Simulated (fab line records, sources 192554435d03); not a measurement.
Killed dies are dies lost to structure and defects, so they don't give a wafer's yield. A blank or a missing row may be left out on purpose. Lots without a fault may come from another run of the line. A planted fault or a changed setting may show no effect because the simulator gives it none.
Chamber matching | flow n5_finfet | N5_BEOL_M3_DEP_57 on pecvd-02: 3 sister chambers
The step deposits SiCN from 3MS/NH3, target thk 8 nm, time 14 s. 24 wafers are shown with their chamber, then 12 later ones without.

WAFERS WITH THEIR CHAMBER
wafer  | chamber | throttle_valve_pct (%) | showerhead_plenum_p_Torr (Torr)
L074.2 | 1       | 9.5                    | 3.662
L074.3 | 2       | 8.7                    | 3.676
L074.5 | 2       | 8.7                    | 3.692
L075.3 | 0       | 9.3                    | 3.682
L075.5 | 1       | 9.3                    | 3.653
L075.6 | 0       | 9.2                    | 3.685
L076.1 | 2       | 8.5                    | 3.683
L076.4 | 2       | 8.9                    | 3.670
L076.5 | 0       | 9.2                    | 3.678
L078.1 | 2       | 8.7                    | 3.685
L078.3 | 1       | 9.5                    | 3.658
L078.6 | 1       | 9.7                    | 3.666
L082.2 | 1       | 9.5                    | 3.660
L082.4 | 0       | 9.0                    | 3.679
L082.5 | 0       | 9.2                    | 3.678
L084.1 | 0       | 9.3                    | 3.685
L084.4 | 2       | 8.4                    | 3.665
L084.6 | 1       | 9.3                    | 3.673
L085.1 | 0       | 9.0                    | 3.684
L085.2 | 2       | 7.9                    | 3.676
L085.4 | 0       | 9.1                    | 3.687
L088.1 | 1       | 9.3                    | 3.675
L088.2 | 0       | 9.3                    | 3.683
L088.6 | 2       | 8.1                    | 3.678

SIGNATURES (means of the wafers above)
reading                  | chamber 0 | chamber 1 | chamber 2 | scatter within a chamber
throttle_valve_pct       | 9.178     | 9.443     | 8.488     | 0.225
showerhead_plenum_p_Torr | 3.68233   | 3.66386   | 3.67813   | 0.00684
Rule: a wafer's distance from a chamber is the root of the sum, over the readings, of the square of ((its reading less the chamber's mean) divided by the reading's scatter). The wafer belongs to the nearest chamber; if the next one is less than 2 further off, it can't be placed. The scatter: the root of (the sum of the squares of (reading less its chamber's mean) over the shown wafers, divided by (wafers less chambers)).

WAFERS WITHOUT THEIR CHAMBER
wafer  | throttle_valve_pct (%) | showerhead_plenum_p_Torr (Torr)
L092.1 | 8.1                    | 3.685
L092.3 | 9.2                    | 3.681
L092.5 | 8.1                    | 3.677
L094.4 | 8.3                    | 3.677
L094.5 | 9.2                    | 3.688
L094.6 | 7.9                    | 3.679
L096.2 | 8.9                    | 3.684
L096.3 | 9.1                    | 3.688
L096.4 | 8.2                    | 3.684
L097.1 | 8.4                    | 3.673
L097.4 | 9.3                    | 3.693
L097.6 | 8.0                    | 3.677

WHICH CHAMBER EACH WENT THROUGH
wafer  | from the rows above     | in truth
L092.1 | 2                       | 2
L092.3 | 0                       | 0
L092.5 | 2                       | 2
L094.4 | 2                       | 2
L094.5 | 0                       | 0
L094.6 | 2                       | 2
L096.2 | can't be placed: 0 or 2 | 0
L096.3 | 0                       | 0
L096.4 | 2                       | 2
L097.1 | 2                       | 2
L097.4 | 0                       | 0
L097.6 | 2                       | 2
Placed correctly: 11 of 12. Can't be placed from these rows: 1 (the true chamber is among the candidates in 1). Placed wrongly: 0.
